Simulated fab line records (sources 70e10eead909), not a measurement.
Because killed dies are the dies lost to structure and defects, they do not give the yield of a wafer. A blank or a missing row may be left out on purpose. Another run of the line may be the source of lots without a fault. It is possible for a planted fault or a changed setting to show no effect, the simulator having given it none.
Shared-tool check || flow nand_harc || 39 wafers sampled across 13 lots

== REASON FOR OPENING ==
Flagged at NHARC_P_ZERO_WELL_CD_MEAS_37: reading cd_nm, on 2 of 13 lots. Wafers without a fault read 718.9 nm, standard deviation 1.9.
Rule: a lot is flagged when every wafer of it that has a number lies more than 4 standard deviations from that mean, or none has a number. All remaining lots are regarded as sound.

{"lot": "L156", "measured": "day 2 04:20", "on": "cd_sem-03", "cd_nm (nm), wafer by wafer": "721.0 719.2 717.8", "flag": ""}
{"lot": "L158", "measured": "day 2 16:00", "on": "cd_sem-01", "cd_nm (nm), wafer by wafer": "719.8 718.5 717.8", "flag": ""}
{"lot": "L159", "measured": "day 2 22:08", "on": "cd_sem-01", "cd_nm (nm), wafer by wafer": "717.7 717.7 718.3", "flag": ""}
{"lot": "L160", "measured": "day 3 06:51", "on": "cd_sem-03", "cd_nm (nm), wafer by wafer": "719.1 719.5 721.8", "flag": ""}
{"lot": "L161", "measured": "day 3 10:14", "on": "cd_sem-03", "cd_nm (nm), wafer by wafer": "722.4 720.8 722.5", "flag": ""}
{"lot": "L162", "measured": "day 3 15:59", "on": "cd_sem-01", "cd_nm (nm), wafer by wafer": "719.2 716.7 717.3", "flag": ""}
{"lot": "L164", "measured": "day 4 04:16", "on": "cd_sem-01", "cd_nm (nm), wafer by wafer": "718.2 721.1 717.7", "flag": ""}
{"lot": "L168", "measured": "day 5 04:07", "on": "cd_sem-01", "cd_nm (nm), wafer by wafer": "685.2 685.3 687.3", "flag": "FLAGGED"}
{"lot": "L169", "measured": "day 5 10:14", "on": "cd_sem-01", "cd_nm (nm), wafer by wafer": "720.3 719.2 719.8", "flag": ""}
{"lot": "L170", "measured": "day 5 16:17", "on": "cd_sem-02", "cd_nm (nm), wafer by wafer": "686.6 688.3 684.8", "flag": "FLAGGED"}
{"lot": "L171", "measured": "day 5 22:33", "on": "cd_sem-01", "cd_nm (nm), wafer by wafer": "717.2 718.0 719.0", "flag": ""}
{"lot": "L172", "measured": "day 6 04:16", "on": "cd_sem-03", "cd_nm (nm), wafer by wafer": "717.2 716.9 717.2", "flag": ""}
{"lot": "L173", "measured": "day 6 09:59", "on": "cd_sem-01", "cd_nm (nm), wafer by wafer": "716.6 717.4 716.7", "flag": ""}
The mean of the flagged lots' numbers is 686.2 nm, -32.6 nm from the usual (-17 standard deviations).

== LOT BY LOT: THE TOOL USED ==
The record keeps 1 process step preceding the reading, out of 1159 steps on the route. Every cell lists first the tool, next ch and the chambers used by the sampled wafers, and last the start.
{"lot": "L156", "flag": "", "NHARC_P_ZERO_WELL_EXPOSE_34": "krf_scanner-01 ch 0, day 2 04:10"}
{"lot": "L158", "flag": "", "NHARC_P_ZERO_WELL_EXPOSE_34": "krf_scanner-04 ch 0, day 2 15:51"}
{"lot": "L159", "flag": "", "NHARC_P_ZERO_WELL_EXPOSE_34": "krf_scanner-02 ch 0, day 2 21:59"}
{"lot": "L160", "flag": "", "NHARC_P_ZERO_WELL_EXPOSE_34": "krf_scanner-04 ch 0, day 3 06:41"}
{"lot": "L161", "flag": "", "NHARC_P_ZERO_WELL_EXPOSE_34": "krf_scanner-01 ch 0, day 3 10:05"}
{"lot": "L162", "flag": "", "NHARC_P_ZERO_WELL_EXPOSE_34": "krf_scanner-01 ch 0, day 3 15:50"}
{"lot": "L164", "flag": "", "NHARC_P_ZERO_WELL_EXPOSE_34": "krf_scanner-04 ch 0, day 4 04:07"}
{"lot": "L168", "flag": "FLAGGED", "NHARC_P_ZERO_WELL_EXPOSE_34": "krf_scanner-02 ch 0, day 5 03:58"}
{"lot": "L169", "flag": "", "NHARC_P_ZERO_WELL_EXPOSE_34": "krf_scanner-01 ch 0, day 5 10:04"}
{"lot": "L170", "flag": "FLAGGED", "NHARC_P_ZERO_WELL_EXPOSE_34": "krf_scanner-02 ch 0, day 5 16:09"}
{"lot": "L171", "flag": "", "NHARC_P_ZERO_WELL_EXPOSE_34": "krf_scanner-04 ch 0, day 5 22:23"}
{"lot": "L172", "flag": "", "NHARC_P_ZERO_WELL_EXPOSE_34": "krf_scanner-01 ch 0, day 6 04:07"}
{"lot": "L173", "flag": "", "NHARC_P_ZERO_WELL_EXPOSE_34": "krf_scanner-01 ch 0, day 6 09:50"}
What the steps here do:
- NHARC_P_ZERO_WELL_EXPOSE_34: exposes mask P PWELL, target cd 720 nm.
- NHARC_P_ZERO_WELL_CD_MEAS_37: target cd 720 nm.

== FLAGGED AGAINST TOTAL, ONE TOOL AT A TIME (gauges that did the reading follow at the end) ==
{"step": "NHARC_P_ZERO_WELL_EXPOSE_34", "tool": "krf_scanner-01", "lots run": 6, "flagged": 0, "share of the flagged lots": "none", "sound lots run after its first flagged lot": "-"}
{"step": "NHARC_P_ZERO_WELL_EXPOSE_34", "tool": "krf_scanner-02", "lots run": 3, "flagged": 2, "share of the flagged lots": "all", "sound lots run after its first flagged lot": 0}
{"step": "NHARC_P_ZERO_WELL_EXPOSE_34", "tool": "krf_scanner-04", "lots run": 4, "flagged": 0, "share of the flagged lots": "none", "sound lots run after its first flagged lot": "-"}
{"step": "NHARC_P_ZERO_WELL_CD_MEAS_37", "tool": "cd_sem-01", "lots run": 8, "flagged": 1, "share of the flagged lots": "some", "sound lots run after its first flagged lot": "3 (L169,L171,L173)"}
{"step": "NHARC_P_ZERO_WELL_CD_MEAS_37", "tool": "cd_sem-02", "lots run": 1, "flagged": 1, "share of the flagged lots": "some", "sound lots run after its first flagged lot": 0}
{"step": "NHARC_P_ZERO_WELL_CD_MEAS_37", "tool": "cd_sem-03", "lots run": 4, "flagged": 0, "share of the flagged lots": "none", "sound lots run after its first flagged lot": "-"}

== WHAT THE TABLE ALLOWS ==
All flagged lots share 1 row of the table, namely krf_scanner-02 at NHARC_P_ZERO_WELL_EXPOSE_34.
- krf_scanner-02 at NHARC_P_ZERO_WELL_EXPOSE_34: 2 of its 3 lots flagged. It ran its last sound lot, L159, at day 2 21:59 and its first flagged lot, L168, at day 5 03:58: a fault with its onset between the two fits. Its own readings (exposure_dose_mJ_cm2) fall more than 4 standard deviations out on all wafers of the flagged lots.
Just one tool remains: krf_scanner-02 at NHARC_P_ZERO_WELL_EXPOSE_34.

== WHAT THE SIMULATOR HAD PUT IN ==
Drift in process parameters on krf_scanner-02 at NHARC_P_ZERO_WELL_EXPOSE_34, starting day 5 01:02. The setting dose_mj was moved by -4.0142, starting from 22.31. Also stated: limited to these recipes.
Struck lots among those shown: L168, L170. Same finding as the rule above.
